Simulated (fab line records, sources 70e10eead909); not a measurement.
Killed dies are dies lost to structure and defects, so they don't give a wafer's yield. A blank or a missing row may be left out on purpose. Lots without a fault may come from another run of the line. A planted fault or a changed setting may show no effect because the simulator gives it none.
Chamber matching | flow nand_harc | NHARC_P_M0_CMP_23 on cmp-04: 4 sister chambers
The step polishes, t overpolish 20 s, target thk 117.54 nm. 14 wafers are shown with their chamber, then 7 later ones without.

WAFERS WITH THEIR CHAMBER
wafer  | chamber | motor_current_A (A) | time_to_endpoint_s (s)
L076.1 | 0       | 16.0                | 29.2
L076.2 | 1       | 13.3                | 27.8
L076.3 | 2       | 13.3                | 27.2
L078.2 | 1       | 12.5                | 29.0
L078.3 | 2       | 13.5                | 27.9
L078.6 | 0       | 15.8                | 30.6
L085.2 | 1       | 13.0                | 28.6
L085.3 | 3       | 13.6                | 26.2
L085.4 | 0       | 14.7                | 26.3
L091.2 | 2       | 13.1                | 27.0
L091.5 | 1       | 13.1                | 27.8
L091.6 | 2       | 12.4                | 27.0
L093.1 | 3       | 14.1                | 26.2
L093.2 | 1       | 12.6                | 26.2

SIGNATURES (means of the wafers above)
reading            | chamber 0 | chamber 1 | chamber 2 | chamber 3 | scatter within a chamber
motor_current_A    | 15.500    | 12.900    | 13.075    | 13.850    | 0.475
time_to_endpoint_s | 28.700    | 27.880    | 27.275    | 26.200    | 1.22
Rule: a wafer's distance from a chamber is the root of the sum, over the readings, of the square of ((its reading less the chamber's mean) divided by the reading's scatter). The wafer belongs to the nearest chamber; if the next one is less than 2 further off, it can't be placed. The scatter: the root of (the sum of the squares of (reading less its chamber's mean) over the shown wafers, divided by (wafers less chambers)).

WAFERS WITHOUT THEIR CHAMBER
wafer  | motor_current_A (A) | time_to_endpoint_s (s)
L093.3 | 13.1                | 27.9
L094.1 | 15.2                | 31.1
L094.2 | 13.4                | 31.0
L094.3 | 12.6                | 27.2
L095.2 | 13.9                | 32.6
L095.4 | 13.4                | 27.8
L095.5 | 12.9                | 25.2

WHICH CHAMBER EACH WENT THROUGH
wafer  | from the rows above               | in truth
L093.3 | can't be placed: 1 or 2 or 3      | 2
L094.1 | 0                                 | 0
L094.2 | can't be placed: 1 or 2 or 3      | 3
L094.3 | can't be placed: 1 or 2 or 3      | 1
L095.2 | can't be placed: 1 or 0 or 2 or 3 | 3
L095.4 | can't be placed: 2 or 1 or 3      | 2
L095.5 | can't be placed: 2 or 3 or 1      | 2
Placed correctly: 1 of 7. Can't be placed from these rows: 6 (the true chamber is among the candidates in 6). Placed wrongly: 0.
